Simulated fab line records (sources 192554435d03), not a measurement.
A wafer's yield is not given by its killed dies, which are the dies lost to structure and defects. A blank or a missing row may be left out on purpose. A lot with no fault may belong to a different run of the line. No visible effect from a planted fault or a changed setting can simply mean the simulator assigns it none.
Split-lot study -- flow n5 finfet -- 21 wafers read from 7 lots, route of 1938 steps

THE SPLIT ITSELF
At N5_BEOL_M10_COAT_22 (resist thk 90 nm), the setting spin rpm was moved away from the recipe's 1500 rpm on 8 of the 21 wafers read, by -10.9% to +7.5%. For the rest of the wafers, this setting stayed at what the recipe calls for.

FROM THE SPLIT TO THE READING: what the file shows between them, 4 steps
- N5_BEOL_M10_EXPOSE_25: exposes mask V9 (also split here: dose mj)
- N5_BEOL_M10_PEB_26: peb time 60 s
- N5_BEOL_M10_DEVELOP_27: develop time 30 s
- N5_BEOL_M10_CD_MEAS_28: target cd 70 nm

THE READING
CAR-ArF_of_BEOL_M10_COAT_22.thk nm (the simulator's own value, which no gauge read), in nm, at N5_BEOL_M10_DESCUM_33 (chemistry O2, time 7.9 s). The file does not state a usual value for it. Average 83.4 nm, standard deviation 0.22 nm, over the 13 wafers here run with the recipe.

wafer,"tool, chamber at the split","spin rpm as run, rpm",against the recipe,"CAR-ArF_of_BEOL_M10_COAT_22.thk nm, nm",against lot-mates on the recipe
L075.2,"litho track-02, 0",1425,-5.0%,86,+2.6
L075.4,"litho track-02, 0",1425,-5.0%,85.6,+2.2
L075.5,"litho track-02, 0",1500,recipe,83.4,-
L077.1,"litho track-01, 0",1613,+7.5%,80.4,-3.0
L077.2,"litho track-01, 0",1613,+7.5%,80.4,-3.0
L077.3,"litho track-01, 0",1500,recipe,83.4,-
L083.2,"litho track-03, 0",1500,recipe,83.8,-
L083.5,"litho track-03, 0",1500,recipe,83.8,-
L083.4,"litho track-03, 0",1500,recipe,83.6,-
L080.1,"litho track-01, 0",1500,recipe,83.4,-
L080.6,"litho track-01, 0",1500,recipe,83.4,-
L080.3,"litho track-01, 0",1336,-10.9%,89.2,+5.8
L085.3,"litho track-01, 0",1431,-4.6%,85.4,+2.2
L085.5,"litho track-01, 0",1431,-4.6%,85.4,+2.2
L085.6,"litho track-01, 0",1500,recipe,83.2,-
L090.2,"litho track-01, 0",1500,recipe,83,-
L090.5,"litho track-01, 0",1500,recipe,83.4,-
L090.6,"litho track-01, 0",1447,-3.5%,84.8,+1.6
L091.2,"litho track-02, 0",1500,recipe,83.4,-
L091.3,"litho track-02, 0",1500,recipe,83.2,-
L091.4,"litho track-02, 0",1500,recipe,83.6,-

FIT RESULTS
A straight line over all 21 wafers: CAR-ArF_of_BEOL_M10_COAT_22.thk nm changes by -0.457 nm for each +1% of spin rpm; r = -0.99; the points scatter about the line by 0.3 nm.
The same after taking each lot's own level away (the mean of its wafers on the recipe; 21 wafers): -0.464 nm for each +1%; r = -0.99; scatter 0.24 nm.
Per that fit: largest spin rpm move, reading shift of 5.1 nm.
Measured against the standard deviation above, the lots' own levels, which go from 83.20 to 83.73 nm, span 2.4 times it.
The two slopes are in agreement: the lot-to-lot level therefore moves the slope only a little.
Check: +4.81 nm against its lot-mates is what the line predicts for one of the wafers moved furthest among these (-10.9%) when that wafer is left out of the fit. It came out at +5.8 nm against them.

THE OTHER SPLITS THESE WAFERS WENT THROUGH
Other splits were also applied to these wafers ahead of the reading. Each is held against what the fit with the lots' levels taken away leaves over:
other split on the same wafers,wafers away from the commonest value,r with CAR-ArF_of_BEOL_M10_COAT_22.thk nm (lot level and that fit taken away)
N5_BEOL_M8_EXPOSE_08 dose mj,8,+0.00
N5_BEOL_M9_COAT_63 spin rpm,4,-0.16
N5_BEOL_M9_COAT_22 spin rpm,8,-0.25
N5_BEOL_M10_EXPOSE_25 dose mj,10,-0.14

THE WHOLE CHAIN: every reading that the file lists as answering this split, in the file's order
step,what it does,reading,change (the file's fit),r (the file's)
N5_BEOL_M10_COAT_22,resist thk 90 nm,"CAR-ArF_of_BEOL_M10_COAT_22.thk nm (the simulator's own value, which no gauge read)",-0.487 nm for each +1% of the setting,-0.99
N5_BEOL_M10_DESCUM_33,"chemistry O2, time 7.9 s","CAR-ArF_of_BEOL_M10_COAT_22.thk nm (the simulator's own value, which no gauge read)",-0.484 nm for each +1% of the setting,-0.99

FILE'S OWN FIT
CAR-ArF_of_BEOL_M10_COAT_22.thk nm changes by -0.484 nm for each +1% of spin rpm, r = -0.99.
